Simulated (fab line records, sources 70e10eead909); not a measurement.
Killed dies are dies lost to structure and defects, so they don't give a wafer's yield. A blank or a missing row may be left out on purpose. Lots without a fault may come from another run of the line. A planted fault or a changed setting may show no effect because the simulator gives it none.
Problem report in the 8D (eight disciplines) form, filled by code | flow nand_harc | the parts of the form that need people (team, actions taken, sign-off) are left out

1. THE PROBLEM
killed_at_array at NHARC_END_SORT_01 reads a mean of 92 on 2 wafers of 2 lots; wafers without a fault read 29 with a standard deviation of 11. That is +5.7 standard deviations from the usual mean.
First seen on wafer L711.4, day 22 04:15, on prober-02. The record holds 6 wafers of 2 lots with a number at this step. Rule for "out", or "out of limits": more than 4 standard deviations from the usual mean. The other wafers with a number count as sound.

2. WHAT IT IS AND WHAT IT IS NOT
question                    | is                           | is not
which readings at this step | killed_at_array, killed_dies | killed_at_other, killed_at_periphery, killed_open, killed_short
which lots                  | L711, L712                   | -
which wafers of those lots  | L711.4, L712.6               | L711.1, L711.2, L712.1, L712.5
read on which gauges        | prober-02                    | -
when                        | from day 22 04:15            | up to then (2 sound wafers); but 2 sound wafers of L712 came after

3. SUSPECTS, AND WHAT RULES EACH OUT
Counting: a tool at a process step up to the reading stays a suspect if it ran every lot that is out. Sound lots after the first of them don't rule it out here, since some wafers of a struck lot are sound.
- the gauge at NHARC_END_SORT_01: kept. All the wafers that are out were read on prober-02, and no step on other tools shows them out.
- rie_diel-06 at NHARC_A_CONTACT_STRIP_105 (strips in O2/COS): kept. It ran every lot that is out, first L711 (day 20 00:35).
- pvd_sputter-03 at NHARC_THIN_TSV_PVD_51 (deposits Cu, target thk 100 nm): kept. It ran every lot that is out, first L711 (day 21 19:29). NHARC_THIN_TSV_PVD_51 gives no start for some lots, so the hours and the order of its lots are those of NHARC_THIN_TSV_CD_MEAS_33.
Left after counting: rie_diel-06 at NHARC_A_CONTACT_STRIP_105, pvd_sputter-03 at NHARC_THIN_TSV_PVD_51, prober-02 at NHARC_END_SORT_01.

4. THE CAUSE (what the simulator had put in)
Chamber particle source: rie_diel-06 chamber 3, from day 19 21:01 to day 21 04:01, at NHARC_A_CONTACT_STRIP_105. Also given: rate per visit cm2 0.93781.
Counting left 3 suspects, and this tool is among them.

5. THE CHAIN OF EFFECTS, in route order
Each row: a reading whose mean over the struck wafers that have a number lies more than 3 standard deviations from the usual. Only readings for which the record gives a usual standard deviation are gone through. hours: the time from each lot's start at the first step in this table that gives one to its start at this step, as a median over the lots. sigmas: the change in usual standard deviations.
hours | step              | reading         | usual | on struck wafers | change | sigmas
0     | NHARC_END_SORT_01 | killed_at_array | 29    | 92               | +63    | +5.7
0     | NHARC_END_SORT_01 | killed_dies     | 33    | 94               | +62    | +5.6

6. WHAT WOULD HAVE CAUGHT IT SOONER
In this record the first reading out of limits at a measuring or inspecting step was taken at day 22 04:15, 55 hours after the fault began at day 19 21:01.
All the lots that are out (2) had begun NHARC_A_CONTACT_STRIP_105 on rie_diel-06 by day 22 04:15. A hold on the tool at that time would have spared none of them.
